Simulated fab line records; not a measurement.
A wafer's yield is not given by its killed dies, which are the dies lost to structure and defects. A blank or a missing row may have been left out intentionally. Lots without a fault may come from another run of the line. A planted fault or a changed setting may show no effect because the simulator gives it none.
fab line records | flow n5-finfet
record: lots: 15 | wafers: 45 | last-day: 20
route steps=1938 shown BEOL_M11@1539
lots that met no fault: from a run of the same line without faults
start-h: start of the lot's first displayed wafer, in hours after the record's first day | wait-h: hours from the lot's prior step to this one | " repeats the value in the row above | L1.1+2: one row covering several wafers at once | - no value, or no start given | * or withheld: withheld | < > ~ a bound
route shown NAME@n: a module of which the file shows steps, and the number in the route of the first | usual: average and standard deviation across the fault-free wafers | same: alike in all rows | chamber/n: place in a boat | sites: per-site readings | _std_site: standard deviation across them | _edge_site: mean of outer sites minus mean of inner sites | radius-mm: for every site, how far away it sits from the centre of the wafer | mask NAME#n: copy n | behind: the last tool/chamber to shape the wafer | hold: what put the lot on hold/how long, in hours/how the hold closed | device: names the non-switching transistor (n, p or np) | end of line: at the end of the route, the tests of the same wafers | for a step that has no rows: nothing shown but its recipe | killed: at the first sort, the dies lost to defects and structure; wafer yield is something else | map: the dies of a wafer, with x for killed, . for not killed, _ for no die there
set.NAME: the run value of the setting; set.NAME@STEP: its run value at that earlier step | model.NAME: the simulator's own value behind a step, which no gauge read
route steps across a sampled set of lots; one table per step, one row per wafer
services: when a tool's chamber went out of use (start-h, in hours from the record's first day, below 0 if earlier), for how many hours, and the reason
== steps ==
step: N5_BEOL_M11_PECVD_70
recipe: material: SiO2 | target-thk-a: 200 | temp-c: 400 | precursor: TEOS/O2 | pressure-torr: 5.5 | rf-w: 450 | teos-flow-sccm: 53.8 | gas: O2 | flow-sccm: 3000 | time-s: 22.7
usual: heater-power-outer-w: 452/55 | heater-power-w: 764/110 | showerhead-plenum-p-Torr: 8.75/0.054 | throttle-valve-pct: 22.2/1.2
lot.wafer | tool     | chamber | start-h | wait-h | heater-power-outer-w | heater-power-w | showerhead-plenum-p-Torr | throttle-valve-pct
L541.2    | pecvd-02 | 0       | 247.00  | 0.0    | 400                  | 749            | 8.89                     | 24.1
L541.4    | "        | 1       | "       | "      | 389                  | 668            | 8.74                     | 22.6
L541.6    | "        | 2       | "       | "      | 443                  | 740            | 8.71                     | 20.7
L543.3    | pecvd-03 | 1       | 253.12  | 0.0    | 421                  | 669            | 8.69                     | 21.4
L543.4    | "        | 0       | "       | "      | 512                  | 787            | 8.73                     | 21.8
L543.5    | "        | 2       | "       | "      | 472                  | 856            | 8.77                     | 21.5
L545.1    | pecvd-03 | 1       | 271.92  | 0.0    | 404                  | 657            | 8.71                     | 21.3
L545.4    | "        | 0       | "       | "      | 513                  | 799            | 8.74                     | 21.9
L545.5    | "        | 2       | "       | "      | 424                  | 763            | 8.79                     | 21.5
L548.2    | pecvd-03 | 1       | 297.17  | 0.0    | 481                  | 733            | 8.70                     | 21.5
L548.3    | "        | 2       | "       | "      | 487                  | 881            | 8.79                     | 21.6
L548.4    | "        | 2       | "       | "      | 489                  | 878            | 8.77                     | 21.5
L547.1    | pecvd-02 | 0       | 298.84  | 0.0    | 403                  | 762            | 8.87                     | 24.1
L547.2    | "        | 2       | "       | "      | 500                  | 843            | 8.72                     | 20.9
L547.4    | "        | 1       | "       | "      | 361                  | 619            | 8.79                     | 22.9
L550.1    | pecvd-02 | 0       | 331.32  | 0.0    | 411                  | 753            | 8.89                     | 23.9
L550.3    | "        | 1       | "       | "      | 425                  | 698            | 8.72                     | 22.6
L550.5    | "        | 1       | "       | "      | 430                  | 695            | 8.76                     | 22.6
L551.3    | pecvd-04 | 1       | 349.73  | 0.1    | 475                  | 704            | 8.73                     | 25.1
L551.5    | "        | 2       | "       | "      | 543                  | 959            | 8.68                     | 21.7
L551.6    | "        | 1       | "       | "      | 453                  | 687            | 8.77                     | 24.8
L555.1    | pecvd-03 | 1       | 353.20  | 0.0    | 469                  | 744            | 8.73                     | 21.3
L555.3    | "        | 0       | "       | "      | 459                  | 732            | 8.71                     | 21.8
L555.6    | "        | 1       | "       | "      | 474                  | 740            | 8.69                     | 21.5
L553.2    | pecvd-02 | 0       | 361.13  | 0.0    | 440                  | 815            | 8.87                     | 24.1
L553.3    | "        | 1       | "       | "      | 410                  | 708            | 8.76                     | 22.5
L553.5    | "        | 1       | "       | "      | 394                  | 692            | 8.72                     | 22.8
L554.1    | pecvd-03 | 0       | 361.33  | 0.0    | 484                  | 754            | 8.72                     | 21.9
L554.2    | "        | 2       | "       | "      | 544                  | 967            | 8.78                     | 21.5
L554.5    | "        | 1       | "       | "      | 374                  | 603            | 8.71                     | 21.7
L559.3    | pecvd-02 | 0       | 368.88  | 0.0    | 384                  | 743            | 8.89                     | 24.0
L559.4    | "        | 2       | "       | "      | 454                  | 785            | 8.71                     | 20.6
L559.5    | "        | 0       | "       | "      | 382                  | 753            | 8.87                     | 24.1
L561.1    | pecvd-03 | 0       | 383.35  | 0.0    | 421                  | 692            | 8.71                     | 22.0
L561.2    | "        | 2       | "       | "      | 471                  | 879            | 8.77                     | 21.5
L561.6    | "        | 2       | "       | "      | 464                  | 849            | 8.78                     | 21.5
L560.1    | pecvd-03 | 0       | 385.50  | 0.0    | 402                  | 663            | 8.73                     | 21.9
L560.2    | "        | 1       | "       | "      | 443                  | 674            | 8.70                     | 21.7
L560.6    | "        | 0       | "       | "      | 407                  | 682            | 8.71                     | 21.8
L563.1    | pecvd-03 | 2       | 391.75  | 0.0    | 516                  | 935            | 8.78                     | 21.5
L563.2    | "        | 1       | "       | "      | 457                  | 718            | 8.70                     | 21.6
L563.4    | "        | 0       | "       | "      | 504                  | 803            | 8.72                     | 21.8
L564.1    | pecvd-02 | 0       | 420.99  | 0.0    | 464                  | 859            | 8.88                     | 24.1
L564.2    | "        | 2       | "       | "      | 494                  | 802            | 8.72                     | 21.3
L564.4    | "        | 2       | "       | "      | 488                  | 817            | 8.73                     | 21.1
step: N5_BEOL_M11_ETCH_61
recipe: chemistry: CF4 | target: SiARC | target-depth-a: 390 | mask-material: CAR-ArF | time-s: 65 | ion-energy-ev: 80 | pressure-mtorr: 40 | source-w: 545 | bias-w: 36 | Ar_flow_sccm: 100 | cf4-flow-sccm: 100 | ends: cleared
usual: drypump-motor-current-A: 5.6/0.49 | etch-rf-on-time-s: 65.3/1.7 | oes-product-au: 0.70/0.088 | rf-vpp-V: 184.4/1.2 | showerhead-plenum-p-Torr: 2.16/0.071 | throttle-valve-pct: 15.45/0.25
lot.wafer | tool        | chamber | start-h | wait-h | drypump-motor-current-A | etch-rf-on-time-s | oes-product-au | rf-hours-counter-h | rf-vpp-V | showerhead-plenum-p-Torr | throttle-valve-pct
L541.2    | rie-diel-02 | 1       | 248.91  | 0.0    | 6.4                     | 66.9              | 0.64           | 148                | 182.6    | 2.07                     | 15.80
L541.4    | "           | 1       | "       | "      | 6.4                     | 66.3              | 0.63           | -                  | 182.1    | 2.07                     | 15.81
L541.6    | "           | 2       | "       | "      | 5.6                     | 68.4              | 0.60           | -                  | 185.3    | 2.19                     | 15.48
L543.3    | rie-diel-05 | 2       | 254.79  | 0.0    | 5.6                     | 62.9              | 0.84           | 7                  | 185.6    | 2.28                     | 15.34
L543.4    | "           | 3       | "       | "      | 4.9                     | 66.7              | 0.58           | 247                | 183.8    | 2.19                     | 15.69
L543.5    | "           | 0       | "       | "      | 5.6                     | 64.3              | 0.79           | -                  | 184.0    | 2.09                     | 15.44
L545.1    | rie-diel-03 | 2       | 273.57  | 0.0    | 5.6                     | 65.6              | 0.81           | 6                  | 184.0    | 2.17                     | 15.09
L545.4    | "           | 1       | "       | "      | 6.4                     | 64.2              | 0.78           | 20                 | 185.5    | 2.10                     | 15.11
L545.5    | "           | 2       | "       | "      | 5.6                     | 66.4              | 0.81           | -                  | 185.5    | 2.17                     | 15.10
L548.2    | rie-diel-03 | 0       | 300.34  | 0.0    | 5.1                     | 64.7              | 0.60           | 231                | 184.5    | 2.19                     | 15.70
L548.3    | "           | 2       | "       | "      | 5.6                     | 66.3              | 0.77           | 13                 | 186.8    | 2.17                     | 15.10
L548.4    | "           | 1       | "       | "      | 6.4                     | 64.2              | 0.77           | 29                 | 185.3    | 2.10                     | 15.13
L547.1    | rie-diel-03 | 3       | 300.64  | 0.0    | 5.2                     | 65.1              | 0.67           | 88                 | 183.1    | 2.17                     | 15.45
L547.2    | "           | 0       | "       | "      | 5.1                     | 63.3              | 0.60           | 231                | 185.1    | 2.19                     | 15.71
L547.4    | "           | 1       | "       | "      | 6.3                     | 64.2              | 0.78           | 29                 | 183.3    | 2.10                     | 15.13
L550.1    | rie-diel-03 | 3       | 335.39  | 0.0    | 5.1                     | 65.9              | 0.65           | 99                 | 183.3    | 2.17                     | 15.47
L550.3    | "           | 0       | "       | "      | 5.1                     | 64.4              | 0.59           | 241                | 184.3    | 2.19                     | 15.73
L550.5    | "           | 0       | "       | "      | 5.1                     | 64.1              | 0.59           | -                  | 184.7    | 2.19                     | 15.74
L551.3    | rie-diel-05 | 2       | 351.21  | 0.0    | 5.6                     | 63.4              | 0.78           | 30                 | 185.4    | 2.27                     | 15.38
L551.5    | "           | 0       | "       | "      | 5.6                     | 64.8              | 0.76           | -                  | 183.6    | 2.09                     | 15.47
L551.6    | "           | 3       | "       | "      | 5.0                     | 66.2              | 0.80           | -                  | 184.7    | 2.18                     | 15.26
L555.1    | rie-diel-05 | 1       | 354.09  | 0.0    | 5.4                     | 62.8              | 0.70           | 101                | 186.2    | 2.25                     | 15.45
L555.3    | "           | 2       | "       | "      | 5.6                     | 63.5              | 0.78           | 30                 | 186.1    | 2.27                     | 15.38
L555.6    | "           | 2       | "       | "      | 5.6                     | 62.9              | 0.79           | -                  | 185.3    | 2.27                     | 15.36
L553.2    | rie-diel-05 | 3       | 362.46  | 0.0    | 5.0                     | 67.2              | 0.79           | 15                 | 184.9    | 2.18                     | 15.25
L553.3    | "           | 2       | "       | "      | 5.6                     | 63.8              | 0.78           | 32                 | 186.2    | 2.27                     | 15.39
L553.5    | "           | 2       | "       | "      | 5.6                     | 63.3              | 0.79           | -                  | 186.5    | 2.27                     | 15.38
L554.1    | rie-diel-02 | 1       | 362.83  | 0.0    | 6.4                     | 67.7              | 0.61           | 180                | 183.9    | 2.06                     | 15.89
L554.2    | "           | 2       | "       | "      | 5.6                     | 69.0              | 0.57           | 243                | 185.0    | 2.18                     | 15.53
L554.5    | "           | 3       | "       | "      | 6.0                     | 67.5              | 0.59           | -                  | 183.3    | 2.04                     | 15.88
L559.3    | rie-diel-05 | 1       | 369.75  | 0.0    | 5.4                     | 63.1              | 0.70           | 105                | 185.6    | 2.25                     | 15.45
L559.4    | "           | 2       | "       | "      | 5.6                     | 62.9              | 0.78           | 34                 | 186.6    | 2.27                     | 15.39
L559.5    | "           | 3       | "       | "      | 5.0                     | 66.4              | 0.79           | -                  | 184.3    | 2.18                     | 15.24
L561.1    | rie-diel-05 | 1       | 385.19  | 0.0    | 5.4                     | 63.9              | 0.69           | 110                | 185.6    | 2.24                     | 15.44
L561.2    | "           | 3       | "       | "      | 5.0                     | 66.8              | 0.78           | 21                 | 185.6    | 2.18                     | 15.25
L561.6    | "           | 0       | "       | "      | 5.5                     | 66.1              | 0.73           | -                  | 182.5    | 2.08                     | 15.51
L560.1    | rie-diel-03 | 3       | 386.48  | 0.0    | 5.2                     | 66.0              | 0.64           | 119                | 184.3    | 2.16                     | 15.51
L560.2    | "           | 1       | "       | "      | 6.3                     | 64.7              | 0.72           | 58                 | 182.1    | 2.09                     | 15.18
L560.6    | "           | 0       | "       | "      | 5.1                     | 64.1              | 0.84           | -                  | 185.3    | 2.19                     | 15.24
L563.1    | rie-diel-02 | 2       | 393.99  | 0.0    | 5.6                     | 68.6              | 0.57           | 260                | 184.1    | 2.17                     | 15.55
L563.2    | "           | 0       | "       | "      | 5.0                     | 63.4              | 0.78           | 30                 | 184.8    | 2.19                     | 15.03
L563.4    | "           | 2       | "       | "      | 5.6                     | 68.4              | 0.56           | -                  | 183.0    | 2.17                     | 15.57
L564.1    | rie-diel-02 | 0       | 422.33  | 0.0    | 5.0                     | 63.0              | 0.76           | 42                 | 185.3    | 2.18                     | 15.07
L564.2    | "           | 1       | "       | "      | 6.4                     | 66.6              | 0.59           | 209                | 181.7    | 2.05                     | 15.93
L564.4    | "           | 0       | "       | "      | 5.0                     | 62.9              | 0.76           | -                  | 183.8    | 2.18                     | 15.06
step: N5_BEOL_M11_STRIP_67
recipe: chemistry: CF4 | resist: SiARC | power-w: 300 | bias-power-w: 75 | pressure-mtorr: 50 | cf4-flow-sccm: 150 | rf-frequency-hz: 6e+07
usual: drypump-motor-current-A: 5.6/0.48 | oes-product-au: 0.83/0.096 | rf-vpp-V: 271.4/1.6 | showerhead-plenum-p-Torr: 1.81/0.058 | throttle-valve-pct: 13.43/0.27
lot.wafer | tool        | chamber | start-h | wait-h | drypump-motor-current-A | oes-product-au | rf-hours-counter-h | rf-vpp-V | showerhead-plenum-p-Torr | throttle-valve-pct
L541.2    | rie-diel-02 | 1       | 249.11  | 0.0    | 6.5                     | 0.75           | 148                | 270.3    | 1.74                     | 13.78
L541.4    | "           | 1       | "       | "      | 6.4                     | 0.76           | -                  | 270.5    | 1.74                     | 13.81
L541.6    | "           | 2       | "       | "      | 5.6                     | 0.72           | -                  | 271.2    | 1.84                     | 13.52
L543.3    | rie-diel-05 | 2       | 254.99  | 0.0    | 5.5                     | 0.96           | 7                  | 274.4    | 1.91                     | 13.27
L543.4    | "           | 3       | "       | "      | 5.0                     | 0.68           | 247                | 271.3    | 1.83                     | 13.68
L543.5    | "           | 0       | "       | "      | 5.5                     | 0.92           | -                  | 269.3    | 1.76                     | 13.40
L545.1    | rie-diel-03 | 2       | 273.77  | 0.0    | 5.6                     | 0.95           | 6                  | 272.8    | 1.82                     | 13.05
L545.4    | "           | 1       | "       | "      | 6.3                     | 0.90           | 20                 | 270.3    | 1.76                     | 13.05
L545.5    | "           | 2       | "       | "      | 5.6                     | 0.95           | -                  | 272.3    | 1.82                     | 13.05
L548.2    | rie-diel-03 | 0       | 300.53  | 0.0    | 5.1                     | 0.69           | 231                | 272.0    | 1.84                     | 13.73
L548.3    | "           | 2       | "       | "      | 5.7                     | 0.93           | 13                 | 272.5    | 1.81                     | 13.06
L548.4    | "           | 1       | "       | "      | 6.4                     | 0.89           | 29                 | 269.8    | 1.75                     | 13.06
L547.1    | rie-diel-03 | 3       | 300.84  | 0.0    | 5.2                     | 0.79           | 88                 | 272.1    | 1.81                     | 13.38
L547.2    | "           | 0       | "       | "      | 5.1                     | 0.70           | 231                | 270.4    | 1.84                     | 13.73
L547.4    | "           | 1       | "       | "      | 6.3                     | 0.89           | 29                 | 271.8    | 1.75                     | 13.10
L550.1    | rie-diel-03 | 3       | 335.59  | 0.0    | 5.1                     | 0.77           | 99                 | 270.0    | 1.81                     | 13.43
L550.3    | "           | 0       | "       | "      | 5.1                     | 0.69           | 241                | 273.0    | 1.84                     | 13.76
L550.5    | "           | 0       | "       | "      | 5.1                     | 0.69           | -                  | 271.9    | 1.84                     | 13.77
L551.3    | rie-diel-05 | 2       | 351.41  | 0.0    | 5.5                     | 0.90           | 30                 | 274.4    | 1.91                     | 13.32
L551.5    | "           | 0       | "       | "      | 5.6                     | 0.88           | -                  | 270.5    | 1.75                     | 13.44
L551.6    | "           | 3       | "       | "      | 4.9                     | 0.94           | -                  | 271.9    | 1.82                     | 13.18
L555.1    | rie-diel-05 | 1       | 354.28  | 0.0    | 5.5                     | 0.80           | 101                | 272.6    | 1.87                     | 13.39
L555.3    | "           | 2       | "       | "      | 5.6                     | 0.90           | 30                 | 274.8    | 1.91                     | 13.35
L555.6    | "           | 2       | "       | "      | 5.5                     | 0.90           | -                  | 273.0    | 1.91                     | 13.32
L553.2    | rie-diel-05 | 3       | 362.66  | 0.0    | 5.0                     | 0.94           | 15                 | 271.4    | 1.82                     | 13.19
L553.3    | "           | 2       | "       | "      | 5.6                     | 0.90           | 32                 | 274.4    | 1.91                     | 13.33
L553.5    | "           | 2       | "       | "      | 5.6                     | 0.90           | -                  | 274.0    | 1.90                     | 13.35
L554.1    | rie-diel-02 | 1       | 363.03  | 0.0    | 6.4                     | 0.73           | 181                | 271.1    | 1.73                     | 13.86
L554.2    | "           | 2       | "       | "      | 5.6                     | 0.70           | 244                | 270.6    | 1.83                     | 13.58
L554.5    | "           | 3       | "       | "      | 6.0                     | 0.70           | -                  | 268.5    | 1.72                     | 13.90
L559.3    | rie-diel-05 | 1       | 369.95  | 0.0    | 5.5                     | 0.80           | 105                | 272.3    | 1.87                     | 13.40
L559.4    | "           | 2       | "       | "      | 5.6                     | 0.90           | 34                 | 275.9    | 1.90                     | 13.34
L559.5    | "           | 3       | "       | "      | 4.9                     | 0.94           | -                  | 272.7    | 1.82                     | 13.20
L561.1    | rie-diel-05 | 1       | 385.38  | 0.0    | 5.4                     | 0.79           | 110                | 272.1    | 1.87                     | 13.40
L561.2    | "           | 3       | "       | "      | 4.9                     | 0.92           | 21                 | 271.9    | 1.82                     | 13.20
L561.6    | "           | 0       | "       | "      | 5.5                     | 0.87           | -                  | 270.7    | 1.75                     | 13.48
L560.1    | rie-diel-03 | 3       | 386.68  | 0.0    | 5.2                     | 0.76           | 119                | 271.6    | 1.80                     | 13.44
L560.2    | "           | 1       | "       | "      | 6.3                     | 0.85           | 59                 | 269.1    | 1.75                     | 13.14
L560.6    | "           | 0       | "       | "      | 5.1                     | 0.97           | -                  | 270.6    | 1.84                     | 13.22
L563.1    | rie-diel-02 | 2       | 394.18  | 0.0    | 5.6                     | 0.69           | 260                | 271.5    | 1.83                     | 13.63
L563.2    | "           | 0       | "       | "      | 5.0                     | 0.89           | 30                 | 272.8    | 1.83                     | 13.02
L563.4    | "           | 2       | "       | "      | 5.6                     | 0.69           | -                  | 271.5    | 1.83                     | 13.62
L564.1    | rie-diel-02 | 0       | 422.53  | 0.0    | 5.0                     | 0.87           | 42                 | 272.2    | 1.83                     | 13.05
L564.2    | "           | 1       | "       | "      | 6.4                     | 0.71           | 210                | 268.5    | 1.72                     | 13.93
L564.4    | "           | 0       | "       | "      | 5.0                     | 0.87           | -                  | 271.7    | 1.83                     | 13.04
step: N5_BEOL_M11_HM_OPEN_17
recipe: chemistry: Cl2/BCl3 | target-depth-a: 200 | overetch-a: 60 | target: TiN | mask-material: SOC | ion-energy-ev: 150 | pressure-mtorr: 10 | icp-w: 1000 | bias-w: 126 | Cl2_flow_sccm: 53.25 | bcl3-flow-sccm: 21.75 | Ar_flow_sccm: 25
usual: bcl3-flow-sccm: 21.75/0.057 | bias-w: 126.0/0.34 | drypump-motor-current-A: 5.9/0.59 | oes_ar_750_au: 0.78/0.087 | oes-product-au: 0.67/0.061 | throttle-valve-pct: 22.09/0.2
lot.wafer | tool         | chamber | start-h | wait-h | bcl3-flow-sccm | bias-w | drypump-motor-current-A | oes_ar_750_au | oes-product-au | rf-hours-counter-h | throttle-valve-pct
L541.2    | rie-metal-02 | 1       | 249.15  | 0.0    | 21.73          | 126.1  | 5.6                     | 0.68          | 0.59           | 74                 | 22.44
L541.4    | "            | 1       | "       | "      | 21.78          | 125.8  | 5.6                     | 0.68          | 0.59           | -                  | 22.45
L541.6    | "            | 1       | "       | "      | 21.78          | 125.8  | 5.6                     | 0.68          | 0.59           | -                  | 22.43
L543.3    | rie-metal-01 | 1       | 255.08  | 0.1    | 21.70          | 126.2  | 5.0                     | 0.74          | 0.65           | -                  | 22.00
L543.4    | "            | 0       | "       | "      | 21.62          | 125.8  | 5.6                     | 0.75          | 0.66           | -                  | 22.12
L543.5    | "            | 0       | "       | "      | 21.80          | 126.2  | 5.5                     | 0.74          | 0.65           | -                  | 22.10
L545.1    | rie-metal-02 | 0       | 273.81  | 0.0    | 21.78          | 126.7  | 6.6                     | 0.94          | 0.76           | 13                 | 21.96
L545.4    | "            | 1       | "       | "      | 21.76          | 125.6  | 5.6                     | 0.68          | 0.59           | -                  | 22.45
L545.5    | "            | 1       | "       | "      | 21.83          | 125.9  | 5.6                     | 0.68          | 0.60           | -                  | 22.43
L548.2    | rie-metal-03 | 1       | 300.58  | 0.0    | 21.71          | 126.0  | 6.7                     | 0.77          | 0.68           | 41                 | 21.99
L548.3    | "            | 0       | "       | "      | 21.77          | 126.1  | 5.7                     | 0.83          | 0.74           | -                  | 21.87
L548.4    | "            | 1       | "       | "      | 21.76          | 125.8  | 6.7                     | 0.78          | 0.68           | -                  | 21.99
L547.1    | rie-metal-02 | 1       | 300.88  | 0.0    | 21.70          | 125.9  | 5.5                     | 0.67          | 0.59           | 78                 | 22.46
L547.2    | "            | 0       | "       | "      | 21.80          | 125.9  | 6.5                     | 0.93          | 0.76           | 15                 | 21.95
L547.4    | "            | 0       | "       | "      | 21.78          | 125.9  | 6.5                     | 0.92          | 0.76           | -                  | 21.93
L550.1    | rie-metal-02 | 0       | 335.63  | 0.0    | 21.75          | 125.8  | 6.5                     | 0.91          | 0.74           | 18                 | 21.95
L550.3    | "            | 0       | "       | "      | 21.87          | 126.1  | 6.5                     | 0.92          | 0.74           | -                  | 21.97
L550.5    | "            | 1       | "       | "      | 21.70          | 126.2  | 5.6                     | 0.68          | 0.59           | -                  | 22.45
L551.3    | rie-metal-01 | 0       | 351.48  | 0.1    | -              | -      | -                       | -             | -              | -                  | -
L551.5    | "            | 0       | "       | "      | -              | -      | -                       | -             | -              | -                  | -
L551.6    | "            | 1       | "       | "      | -              | -      | -                       | -             | -              | -                  | -
L555.1    | rie-metal-01 | 1       | 354.32  | 0.0    | -              | -      | -                       | -             | -              | -                  | -
L555.3    | "            | 0       | "       | "      | -              | -      | -                       | -             | -              | -                  | -
L555.6    | "            | 1       | "       | "      | -              | -      | -                       | -             | -              | -                  | -
L553.2    | rie-metal-02 | 0       | 362.70  | 0.0    | -              | -      | -                       | -             | -              | -                  | -
L553.3    | "            | 0       | "       | "      | -              | -      | -                       | -             | -              | -                  | -
L553.5    | "            | 1       | "       | "      | -              | -      | -                       | -             | -              | -                  | -
L554.1    | rie-metal-01 | 1       | 363.07  | 0.0    | 21.79          | 125.8  | 5.0                     | 0.73          | 0.63           | 57                 | 22.01
L554.2    | "            | 0       | "       | "      | 21.73          | 125.8  | 5.5                     | 0.72          | 0.64           | 52                 | 22.14
L554.5    | "            | 1       | "       | "      | 21.78          | 125.9  | 5.0                     | 0.73          | 0.63           | -                  | 22.01
L559.3    | rie-metal-01 | 0       | 370.02  | 0.1    | 21.62          | 125.8  | 5.6                     | 0.72          | 0.64           | -                  | 22.14
L559.4    | "            | 1       | "       | "      | 21.78          | 126.2  | 5.0                     | 0.72          | 0.64           | -                  | 22.00
L559.5    | "            | 1       | "       | "      | 21.72          | 125.7  | 5.0                     | 0.73          | 0.63           | -                  | 22.02
L561.1    | rie-metal-02 | 1       | 385.42  | 0.0    | 21.80          | 126.1  | 5.6                     | 0.66          | 0.58           | 84                 | 22.46
L561.2    | "            | 0       | "       | "      | 21.67          | 126.1  | 6.5                     | 0.90          | 0.72           | 21                 | 21.97
L561.6    | "            | 1       | "       | "      | 21.64          | 126.4  | 5.5                     | 0.67          | 0.58           | -                  | 22.47
L560.1    | rie-metal-02 | 0       | 386.72  | 0.0    | 21.78          | 126.2  | 6.5                     | 0.90          | 0.73           | 22                 | 21.95
L560.2    | "            | 1       | "       | "      | 21.61          | 125.7  | 5.6                     | 0.67          | 0.58           | 84                 | 22.47
L560.6    | "            | 1       | "       | "      | 21.72          | 125.2  | 5.6                     | 0.66          | 0.58           | -                  | 22.47
L563.1    | rie-metal-03 | 1       | 394.23  | 0.0    | 21.81          | 125.8  | 6.7                     | 0.76          | 0.67           | 47                 | 21.99
L563.2    | "            | 0       | "       | "      | 21.81          | 125.9  | 5.7                     | 0.80          | 0.72           | 27                 | 21.89
L563.4    | "            | 1       | "       | "      | 21.78          | 126.3  | 6.7                     | 0.75          | 0.67           | -                  | 21.98
L564.1    | rie-metal-02 | 1       | 422.57  | 0.0    | 21.78          | 125.8  | 5.6                     | 0.65          | 0.56           | 88                 | 22.49
L564.2    | "            | 0       | "       | "      | 21.73          | 126.3  | 6.5                     | 0.88          | 0.70           | 26                 | 21.98
L564.4    | "            | 1       | "       | "      | 21.77          | 126.0  | 5.6                     | 0.66          | 0.56           | -                  | 22.50
step: N5_BEOL_M11_CD_MEAS_18
recipe: pitch-nm: 140 | target-cd-nm: 70
usual: cd-nm: 70.0/0.66
lot.wafer | tool      | chamber | start-h | wait-h | cd-nm
L541.2    | cd-sem-03 | -       | 249.36  | 0.1    | 68.6
L541.4    | "         | -       | "       | "      | 69.3
L541.6    | "         | -       | "       | "      | 69.3
L543.3    | cd-sem-01 | -       | 255.29  | 0.1    | 69.5
L543.4    | "         | -       | "       | "      | 70.3
L543.5    | "         | -       | "       | "      | 69.0
L545.1    | cd-sem-01 | -       | 273.99  | 0.0    | 71.0
L545.4    | "         | -       | "       | "      | 70.2
L545.5    | "         | -       | "       | "      | 70.9
L548.2    | cd-sem-01 | -       | 300.76  | 0.1    | 70.7
L548.3    | "         | -       | "       | "      | 71.3
L548.4    | "         | -       | "       | "      | 70.9
L547.1    | cd-sem-03 | -       | 301.07  | 0.0    | 71.6
L547.2    | "         | -       | "       | "      | 70.7
L547.4    | "         | -       | "       | "      | 71.5
L550.1    | cd-sem-01 | -       | 335.81  | 0.0    | 70.1
L550.3    | "         | -       | "       | "      | 69.1
L550.5    | "         | -       | "       | "      | 69.7
L551.3    | cd-sem-02 | -       | 351.63  | 0.1    | -
L551.5    | "         | -       | "       | "      | -
L551.6    | "         | -       | "       | "      | -
L555.1    | cd-sem-02 | -       | 354.50  | 0.0    | -
L555.3    | "         | -       | "       | "      | -
L555.6    | "         | -       | "       | "      | -
L553.2    | cd-sem-01 | -       | 362.88  | 0.1    | -
L553.3    | "         | -       | "       | "      | -
L553.5    | "         | -       | "       | "      | -
L554.1    | cd-sem-01 | -       | 363.26  | 0.0    | 69.3
L554.2    | "         | -       | "       | "      | 69.0
L554.5    | "         | -       | "       | "      | 70.3
L559.3    | cd-sem-03 | -       | 370.17  | 0.1    | 69.0
L559.4    | "         | -       | "       | "      | 68.4
L559.5    | "         | -       | "       | "      | 69.3
L561.1    | cd-sem-02 | -       | 385.80  | 0.0    | 69.3
L561.2    | "         | -       | "       | "      | 69.9
L561.6    | "         | -       | "       | "      | 70.6
L560.1    | cd-sem-03 | -       | 386.90  | 0.0    | 69.1
L560.2    | "         | -       | "       | "      | 69.7
L560.6    | "         | -       | "       | "      | 70.1
L563.1    | cd-sem-02 | -       | 394.51  | 0.0    | 69.9
L563.2    | "         | -       | "       | "      | 69.6
L563.4    | "         | -       | "       | "      | 69.5
L564.1    | cd-sem-03 | -       | 422.75  | 0.0    | 70.3
L564.2    | "         | -       | "       | "      | 69.7
L564.4    | "         | -       | "       | "      | 70.4
== services ==
tool         | chamber | start-h | hours | kind
rie-diel-02  | 1       | 229.90  | 7.5   | repair
rie-metal-02 | -       | 259.01  | 1.1   | repair
rie-metal-02 | 1       | 266.96  | 4.9   | repair
rie-diel-05  | 1       | 270.40  | 3.0   | repair
rie-metal-03 | 1       | 272.82  | 4.8   | repair
rie-diel-02  | 0       | 274.42  | 7.1   | repair
rie-metal-02 | 0       | 284.47  | 3.0   | repair
pecvd-04     | -       | 288.42  | 33.3  | repair
pecvd-02     | -       | 297.46  | 0.3   | repair
rie-metal-02 | 1       | 307.00  | 6.2   | repair
pecvd-04     | -       | 328.99  | 0.3   | repair
rie-diel-05  | 1       | 330.57  | 3.3   | repair
rie-diel-03  | 2       | 333.39  | 19.1  | repair
rie-diel-05  | -       | 333.75  | 0.4   | repair
pecvd-03     | 2       | 344.90  | 2.2   | repair
rie-diel-02  | 0       | 350.54  | 31.6  | repair
rie-metal-03 | 1       | 351.35  | 12.2  | repair
pecvd-02     | -       | 369.11  | 3.9   | repair
rie-diel-05  | -       | 385.81  | 4.3   | pm
rie-diel-03  | -       | 388.37  | 4.3   | pm
pecvd-02     | -       | 388.53  | 28.1  | pm
rie-diel-05  | 3       | 390.15  | 6.0   | repair
rie-diel-05  | 0       | 416.65  | 2.6   | repair
rie-diel-03  | 3       | 418.14  | 1.4   | repair
== key ==
first-sign: step: N5_BEOL_M11_HM_OPEN_17 | reading: tool-record | direction: missing
effect: step: N5_BEOL_M11_CD_MEAS_18 | reading: cd-nm | direction: missing
met-at N5_BEOL_M11_HM_OPEN_17
struck-lots L551,L553,L555
later-rows-left-out L551.3,L551.5,L551.6,L553.2,L553.3,L553.5,L555.1,L555.3,L555.6
sort-left-out L551.3,L551.5,L551.6,L553.2,L553.3,L553.5,L555.1,L555.3,L555.6
not-acting-at N5_BEOL_M11_PECVD_70,N5_BEOL_M11_ETCH_61,N5_BEOL_M11_STRIP_67
onset-between 335.63 351.48
fault: kind: skipped-step-whole | tool: rie-metal-01,rie-metal-02 | chamber: - | onset-h: 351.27 | steps: N5_BEOL_M11_HM_OPEN_17 | scope: struck-lots-only
sort-left-out: the simulated sort isn't trusted on such a fault, so these wafers' sort isn't shown, and their yield isn't known
later-rows-left-out: the simulator's readings of these wafers behind a module that went badly wrong aren't trusted and aren't shown, but for the sort
